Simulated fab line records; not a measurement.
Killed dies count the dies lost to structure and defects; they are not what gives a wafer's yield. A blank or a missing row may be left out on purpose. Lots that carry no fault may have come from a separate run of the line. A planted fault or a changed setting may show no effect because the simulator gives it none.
Chamber matching + flow nand harc + wet bench-06 running NHARC_A_SLIT_PRECLEAN_19: 8 sister chambers
The step cleans in SC1. 13 wafers are shown with their chamber, then 8 later ones without.

WAFERS, EACH WITH ITS CHAMBER
| wafer  | chamber | bath guard temp C (C) |
|--------|---------|-----------------------|
| L270.2 | 7       | 49.4                  |
| L270.3 | 2       | 50.0                  |
| L270.6 | 0       | 50.9                  |
| L271.1 | 5       | 50.7                  |
| L271.5 | 6       | 49.7                  |
| L272.4 | 2       | 49.9                  |
| L272.6 | 4       | 49.3                  |
| L281.3 | 7       | 49.7                  |
| L281.5 | 4       | 50.0                  |
| L280.2 | 0       | 51.2                  |
| L280.5 | 3       | 49.1                  |
| L280.6 | 1       | 50.6                  |
| L283.1 | 3       | 49.9                  |

WAFERS WITH NO CHAMBER GIVEN
| wafer  | bath guard temp C (C) |
|--------|-----------------------|
| L283.2 | 50.3                  |
| L283.3 | 49.6                  |
| L285.2 | 50.1                  |
| L285.4 | 50.9                  |
| L285.5 | 50.4                  |
| L288.2 | 49.9                  |
| L288.4 | 50.0                  |
| L288.5 | 50.8                  |

WHICH CHAMBER EACH ONE RAN IN
| wafer  | from the rows above                                   | in truth |
|--------|-------------------------------------------------------|----------|
| L283.2 | can't be placed: 1 or 2 or 5 or 6 or 4 or 0 or 7 or 3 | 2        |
| L283.3 | can't be placed: 4 or 7 or 3 or 6 or 2                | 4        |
| L285.2 | can't be placed: 2 or 6 or 4 or 1 or 7 or 3 or 5      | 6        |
| L285.4 | can't be placed: 0 or 5 or 1                          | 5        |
| L285.5 | can't be placed: 1 or 5 or 2 or 0 or 6 or 4 or 7 or 3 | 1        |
| L288.2 | can't be placed: 2 or 6 or 4 or 7 or 3 or 1           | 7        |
| L288.4 | can't be placed: 2 or 6 or 4 or 7 or 3 or 1 or 5      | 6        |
| L288.5 | can't be placed: 5 or 1 or 0                          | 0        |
0 of 8 placed correctly. Unplaceable from these rows: 8, with the true chamber sitting among the candidates in 8. Placed wrongly: 0.
How it was worked out, from the rows above alone: a wafer's distance from a chamber is the root of the sum, over the readings, of the square of ((its reading less the chamber's mean) divided by the reading's scatter). The wafer belongs to the nearest chamber; if the next one is less than 2 further off, it can't be placed. A chamber's mean is the mean of its shown wafers. The scatter: the root of (the sum of the squares of (reading less its chamber's mean) over the shown wafers, divided by (wafers less chambers)).
